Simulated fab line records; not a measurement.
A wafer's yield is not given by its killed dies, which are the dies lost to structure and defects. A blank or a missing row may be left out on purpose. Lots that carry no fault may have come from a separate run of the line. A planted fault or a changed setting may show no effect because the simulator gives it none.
fab line records	flow nand-harc
record: lots: 14	wafers: 42	last-day: 33
route steps=1302 shown A_CONTACT@1049
lots that met no fault: taken from a fault-free run of the same line
start-h: hours from the record's opening day to when the first of the lot's shown wafers began	wait-h: hours elapsed since this lot's preceding step	" repeats the value in the row above	L1.1+2: one row covering several wafers at once	- no value present, or no start provided	* or withheld: withheld	< > ~ a bound
route shown NAME@n: a module of which the file shows steps, and the number in the route of the first	usual: mean/standard deviation of fault-free wafers	same: alike in all rows	chamber/n: place in a boat	sites: per-site readings	_std_site: their standard deviation	_edge_site: inner sites' mean taken away from outer sites' mean	radius-mm: for every site, how far away it sits from the centre of the wafer	mask NAME#n: copy n	behind: the most recent tool/chamber to have shaped the wafer	hold: reason for holding the lot/hours on hold/outcome of the hold	device: transistor that didn't switch, given as n, p or np	end of line: the route-end tests of the same wafers	a step without rows: its recipe alone	killed: dies that structure and defects cost at the first sort, which is not the same as the wafer's yield	map: a wafer's dies, marking killed ones x, the rest . and places with no die _
set.NAME: setting as actually run; set.NAME@STEP: the setting as run at that earlier step	model.NAME: the simulator's own value behind a step, which no gauge read
steps of the route over a sample of lots; a table a step, a row a wafer
services: the hour from which a tool's chamber was out of use, counted from the record's first day as start-h (under 0 if before that day), plus the number of hours and why
== steps ==
step: NHARC_A_CONTACT_ETCH_126
recipe: source-w: withheld	pressure-mtorr: 20	bias-v: 3000	time-s: 197	target-depth-a: 19180	ar-flow-sccm: withheld	c4f8-flow-sccm: withheld	o2-flow-sccm: withheld	chemistry: C4F8/O2/Ar
usual: chamber-pressure-mTorr: 19.999/0.024
lot.wafer	tool	chamber	start-h	wait-h	chamber-pressure-mTorr	rf-hours-counter-h
L501.2	har-cap-etch-01	1	515.72	0.1	20.008	0
L501.3	"	0	"	"	19.988	-
L501.6	"	0	"	"	20.113	-
L503.1	har-cap-etch-02	1	522.92	0.1	19.979	87
L503.3	"	1	"	"	19.974	-
L503.6	"	1	"	"	19.981	-
L500.3	har-cap-etch-02	0	525.85	0.1	19.989	-
L500.5	"	0	"	"	19.987	-
L500.6	"	1	"	"	20.004	-
L504.3	har-cap-etch-01	0	550.30	0.2	20.017	-
L504.4	"	1	"	"	20.008	-
L504.5	"	0	"	"	20.006	-
L507.2	har-cap-etch-03	1	584.00	0.1	20.025	55
L507.3	"	1	"	"	20.002	-
L507.6	"	0	"	"	20.010	-
L508.2	har-cap-etch-02	0	602.46	0.1	19.971	100
L508.4	"	0	"	"	20.003	-
L508.3	"	1	"	"	19.986	-
L511.1	har-cap-etch-02	0	611.16	0.1	20.044	102
L511.4	"	0	"	"	19.982	-
L511.3	"	1	"	"	19.981	-
L510.1	har-cap-etch-03	1	612.59	0.1	20.047	63
L510.2	"	0	"	"	20.023	63
L510.5	"	0	"	"	20.017	-
L512.2	har-cap-etch-03	1	631.68	0.1	19.980	67
L512.3	"	0	"	"	19.996	-
L512.5	"	0	"	"	19.980	-
L517.1	har-cap-etch-02	0	679.80	0.1	19.974	113
L517.5	"	1	"	"	19.974	-
L517.6	"	0	"	"	20.024	-
L520.2	har-cap-etch-01	0	700.40	0.1	19.995	33
L520.3	"	1	"	"	20.007	-
L520.6	"	0	"	"	20.023	-
L521.1	har-cap-etch-02	0	725.36	0.1	19.989	122
L521.2	"	1	"	"	20.022	122
L521.4	"	1	"	"	20.015	-
L522.1	har-cap-etch-03	0	726.55	0.1	20.010	84
L522.2	"	1	"	"	20.010	84
L522.6	"	0	"	"	20.013	-
L523.1	har-cap-etch-02	1	735.71	0.1	20.021	124
L523.2	"	0	"	"	20.019	124
L523.5	"	0	"	"	19.980	-
step: NHARC_A_CONTACT_ETCH_133
recipe: source-w: withheld	pressure-mtorr: 20	bias-v: 400	time-s: 374	target-depth-a: 16100	ar-flow-sccm: withheld	c4f8-flow-sccm: 11.5	o2-flow-sccm: 7.2	chemistry: C4F8/O2/Ar
usual: chamber-pressure-mTorr: 20.000/0.017
lot.wafer	tool	chamber	start-h	wait-h	chamber-pressure-mTorr	rf-hours-counter-h
L501.2	har-cap-etch-01	1	516.96	0.1	20.025	1
L501.3	"	0	"	"	20.007	-
L501.6	"	0	"	"	20.026	-
L503.1	har-cap-etch-02	1	524.15	0.1	19.991	88
L503.3	"	1	"	"	20.010	-
L503.6	"	1	"	"	20.012	-
L500.3	har-cap-etch-02	0	527.17	0.2	20.008	-
L500.5	"	0	"	"	20.006	-
L500.6	"	1	"	"	20.001	-
L504.3	har-cap-etch-01	0	552.05	0.3	20.011	-
L504.4	"	1	"	"	19.975	-
L504.5	"	0	"	"	19.989	-
L507.2	har-cap-etch-03	1	585.24	0.1	20.020	56
L507.3	"	1	"	"	20.008	-
L507.6	"	0	"	"	19.988	-
L508.2	har-cap-etch-02	0	603.69	0.1	20.009	102
L508.4	"	0	"	"	19.990	-
L508.3	"	1	"	"	20.003	-
L511.1	har-cap-etch-02	0	612.40	0.1	19.996	103
L511.4	"	0	"	"	19.974	-
L511.3	"	1	"	"	19.983	-
L510.1	har-cap-etch-03	1	613.84	0.1	20.019	64
L510.2	"	0	"	"	20.027	64
L510.5	"	0	"	"	20.004	-
L512.2	har-cap-etch-03	1	632.92	0.1	19.994	68
L512.3	"	0	"	"	20.014	-
L512.5	"	0	"	"	19.986	-
L517.1	har-cap-etch-02	0	681.08	0.2	20.020	114
L517.5	"	1	"	"	20.013	-
L517.6	"	0	"	"	20.011	-
L520.2	har-cap-etch-01	0	701.64	0.1	19.995	34
L520.3	"	1	"	"	20.001	-
L520.6	"	0	"	"	20.006	-
L521.1	har-cap-etch-02	0	726.60	0.1	20.021	124
L521.2	"	1	"	"	19.981	124
L521.4	"	1	"	"	19.983	-
L522.1	har-cap-etch-03	0	727.79	0.1	19.976	85
L522.2	"	1	"	"	19.988	85
L522.6	"	0	"	"	19.991	-
L523.1	har-cap-etch-02	1	736.95	0.1	20.002	125
L523.2	"	0	"	"	19.979	125
L523.5	"	0	"	"	20.001	-
step: NHARC_A_CONTACT_ETCH_97
recipe: target-depth-a: 200	over-etch-frac: 0.5	time-s: 10	ion-energy-ev: 250	c4f6-flow-sccm: 25	o2-flow-sccm: 20	ar-flow-sccm: 500	rf-w: 600	bias-w: 500	chemistry: C4F6/O2
usual: c4f6-flow-sccm: 25.00/0.076	chamber-pressure-mTorr: 30.002/0.027	drypump-motor-current-A: 5.8/0.42	oes-product-au: 0.953/0.018	rf-vpp-V: 546/3.4	showerhead-plenum-p-Torr: 3.87/0.16	throttle-valve-pct: 26.902/0.0092
lot.wafer	tool	chamber	start-h	wait-h	c4f6-flow-sccm	chamber-pressure-mTorr	drypump-motor-current-A	oes-product-au	rf-hours-counter-h	rf-vpp-V	showerhead-plenum-p-Torr	throttle-valve-pct
L501.3	rie-diel-13	0	-	-	25.08	30.020	6.0	0.961	48	545	3.78	26.878
L501.2	"	1	"	"	24.95	30.032	5.9	0.943	48	549	3.98	26.917
L501.6	"	3	"	"	25.18	29.965	5.4	0.965	-	541	3.66	26.918
L503.1	rie-diel-08	3	-	-	25.05	30.032	5.7	0.969	22	549	3.98	26.905
L503.3	"	1	"	"	24.93	29.983	6.1	0.963	23	544	3.84	26.905
L503.6	"	3	"	"	24.97	29.982	5.7	0.955	-	547	3.98	26.890
L500.3	rie-diel-08	2	-	-	24.96	29.960	6.1	0.937	21	542	3.70	26.901
L500.6	"	1	"	"	24.98	29.983	6.0	0.947	-	545	3.83	26.910
L500.5	"	2	"	"	24.93	30.028	6.1	0.944	-	543	3.70	26.896
L504.3	rie-diel-13	0	-	-	25.16	29.997	6.1	0.966	7	544	3.78	26.902
L504.4	"	1	"	"	25.03	30.012	5.9	0.942	7	549	3.98	26.907
L504.5	"	1	"	"	25.07	30.003	5.9	0.934	-	548	3.98	26.896
L507.3	rie-diel-08	0	-	-	25.02	29.989	6.3	0.934	6	544	3.83	26.911
L507.2	"	1	"	"	24.92	30.013	6.0	0.941	3	546	3.83	26.896
L507.6	"	0	"	"	25.00	30.002	6.3	0.949	-	547	3.83	26.914
L508.2	rie-diel-08	2	-	-	25.08	29.987	6.1	1.000	8	541	3.69	26.888
L508.3	"	0	"	"	25.01	30.000	6.3	0.982	8	545	3.83	26.884
L508.4	"	1	"	"	25.03	30.044	6.1	0.996	6	546	3.83	26.896
L511.1	rie-diel-13	0	-	-	24.98	29.994	6.1	0.948	28	542	3.76	26.894
L511.3	"	1	"	"	25.11	29.953	5.9	0.942	30	548	3.96	26.912
L511.4	"	3	"	"	24.88	29.935	5.4	0.948	31	552	4.21	26.910
L510.2	rie-diel-08	1	-	-	24.92	29.965	6.1	0.929	8	545	3.83	26.891
L510.1	"	3	"	"	24.96	30.012	5.7	0.945	10	548	3.97	26.897
L510.5	"	2	"	"	25.06	30.028	6.1	0.941	-	541	3.69	26.903
L512.3	rie-diel-08	2	-	-	24.94	29.985	6.1	0.960	14	543	3.69	26.915
L512.2	"	3	"	"	25.03	29.973	5.7	0.945	13	548	3.97	26.909
L512.5	"	3	"	"	25.09	30.013	5.7	0.946	-	547	3.97	26.908
L517.1	rie-diel-13	1	-	-	25.03	30.034	5.9	0.945	52	546	3.95	26.905
L517.5	"	2	"	"	24.99	29.979	5.3	0.938	-	542	3.70	26.896
L517.6	"	3	"	"	25.03	29.994	5.4	0.967	-	551	4.20	26.901
L520.2	rie-diel-08	0	-	-	24.94	29.978	6.3	0.923	21	545	3.82	26.909
L520.3	"	3	"	"	25.00	30.027	5.8	0.931	20	548	3.96	26.911
L520.6	"	0	"	"	25.08	29.973	6.3	0.922	-	544	3.82	26.925
L521.2	rie-diel-02	2	-	-	25.00	29.963	5.4	0.960	52	545	3.86	26.899
L521.1	"	0	"	"	24.97	30.024	5.3	0.961	54	548	3.97	26.907
L521.4	"	1	"	"	25.04	29.956	6.4	0.962	50	552	4.16	26.918
L522.2	rie-diel-02	0	-	-	25.07	29.979	5.3	0.942	54	548	3.97	26.907
L522.1	"	2	"	"	24.99	30.015	5.4	0.950	52	546	3.86	26.906
L522.6	"	0	"	"	25.14	30.039	5.3	0.948	-	548	3.97	26.911
L523.1	rie-diel-02	2	-	-	24.91	30.065	5.4	0.948	57	546	3.86	26.910
L523.2	"	3	"	"	24.95	30.051	4.7	0.937	62	546	3.89	26.909
L523.5	"	1	"	"	25.05	30.003	6.4	0.954	-	552	4.16	26.904
step: NHARC_A_CONTACT_PEB_06
recipe: peb-temp-c: 100	peb-time-s: 65
usual: chill-plate-temp-C: 23.01/0.11	exhaust-pa: 44.8/0.82
lot.wafer	tool	chamber	start-h	wait-h	chill-plate-temp-C	exhaust-pa
L501.2	litho-track-06	0	522.46	0.1	23.19	47.6
L501.3	"	0	"	"	23.03	45.6
L501.6	"	0	"	"	23.20	44.9
L503.1	litho-track-06	0	528.41	0.1	22.96	45.2
L503.3	"	0	"	"	22.91	45.5
L503.6	"	0	"	"	23.16	44.1
L500.3	litho-track-04	0	531.21	0.0	22.95	44.6
L500.5	"	0	"	"	23.11	44.3
L500.6	"	0	"	"	23.00	45.2
L504.3	litho-track-06	0	556.87	0.0	22.94	44.5
L504.4	"	0	"	"	23.15	45.0
L504.5	"	0	"	"	23.08	45.7
L507.2	litho-track-06	0	591.60	0.1	23.22	44.8
L507.3	"	0	"	"	23.05	45.1
L507.6	"	0	"	"	22.97	45.9
L508.2	litho-track-06	-	611.62	0.1	-	-
L508.3	"	-	"	"	-	-
L508.4	"	-	"	"	-	-
L511.1	litho-track-06	-	617.46	0.1	-	-
L511.3	"	-	"	"	-	-
L511.4	"	-	"	"	-	-
L510.1	litho-track-01	0	619.53	0.1	23.12	45.8
L510.2	"	0	"	"	22.96	44.9
L510.5	"	0	"	"	22.99	45.2
L512.2	litho-track-01	0	637.26	0.1	23.11	43.7
L512.3	"	0	"	"	22.94	44.9
L512.5	"	0	"	"	23.22	43.4
L517.1	litho-track-06	0	689.89	0.1	23.04	46.2
L517.5	"	0	"	"	22.97	45.3
L517.6	"	0	"	"	22.99	44.6
L520.2	litho-track-04	0	705.86	0.1	23.07	43.7
L520.3	"	0	"	"	22.98	45.5
L520.6	"	0	"	"	22.91	43.5
L521.1	litho-track-06	0	732.80	0.1	22.99	44.6
L521.2	"	0	"	"	23.02	44.9
L521.4	"	0	"	"	23.05	44.4
L522.1	litho-track-06	0	733.65	0.1	23.00	44.6
L522.2	"	0	"	"	22.87	45.2
L522.6	"	0	"	"	22.96	44.0
L523.1	litho-track-01	0	741.17	0.1	22.94	44.7
L523.2	"	0	"	"	22.73	43.5
L523.5	"	0	"	"	22.86	45.1
== services ==
tool	chamber	start-h	hours	kind
har-cap-etch-01	-	497.00	17.0	pm
rie-diel-02	0	499.98	5.0	repair
rie-diel-08	0	500.23	-	clean
rie-diel-08	1	500.23	-	clean
rie-diel-08	2	500.23	-	clean
rie-diel-08	3	500.23	-	clean
litho-track-01	-	505.00	7.0	pm
rie-diel-13	-	521.23	9.0	pm
rie-diel-08	0	524.73	-	clean
rie-diel-08	1	524.73	-	clean
litho-track-06	-	529.00	7.0	pm
rie-diel-08	-	544.80	9.0	pm
litho-track-04	-	553.00	7.0	pm
rie-diel-08	1	569.57	13.0	repair
rie-diel-13	0	585.30	4.4	repair
har-cap-etch-02	-	651.24	0.8	repair
litho-track-01	-	680.00	7.0	pm
rie-diel-08	3	681.75	2.5	repair
har-cap-etch-02	-	692.09	0.7	repair
rie-diel-13	-	698.23	9.0	pm
litho-track-06	-	704.00	7.0	pm
rie-diel-13	3	717.44	7.6	repair
rie-diel-08	-	721.96	9.0	pm
litho-track-04	-	728.00	7.0	pm
== key ==
first-sign: step: NHARC_A_CONTACT_PEB_06	reading: tool-record	direction: missing
effect none on later readings
met-at NHARC_A_CONTACT_PEB_06
struck-lots L508,L511
later-rows-left-out L508.2,L508.3,L508.4,L511.1,L511.3,L511.4
sort-left-out L508.2,L508.3,L508.4,L511.1,L511.3,L511.4
tester-left-out L508,L511
not-acting-at NHARC_A_CONTACT_ETCH_126,NHARC_A_CONTACT_ETCH_133,NHARC_A_CONTACT_ETCH_97
onset-between 591.60 611.62
fault: kind: skipped-step-whole	tool: litho-track-06	chamber: -	onset-h: 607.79	steps: NHARC_A_CONTACT_PEB_06	scope: struck-lots-only
tester-left-out: of these lots the tester's yield and bins aren't shown, on N5 and GAA mostly nor the transistor test; their killed dies are dies lost to structure and defects alone, not to doping, threshold or leakage, so they don't give the yield
sort-left-out: the simulated sort isn't trusted on such a fault, so these wafers' sort isn't shown, and their yield isn't known
later-rows-left-out: the simulator's readings of these wafers behind a module that went badly wrong aren't trusted and aren't shown, but for the sort
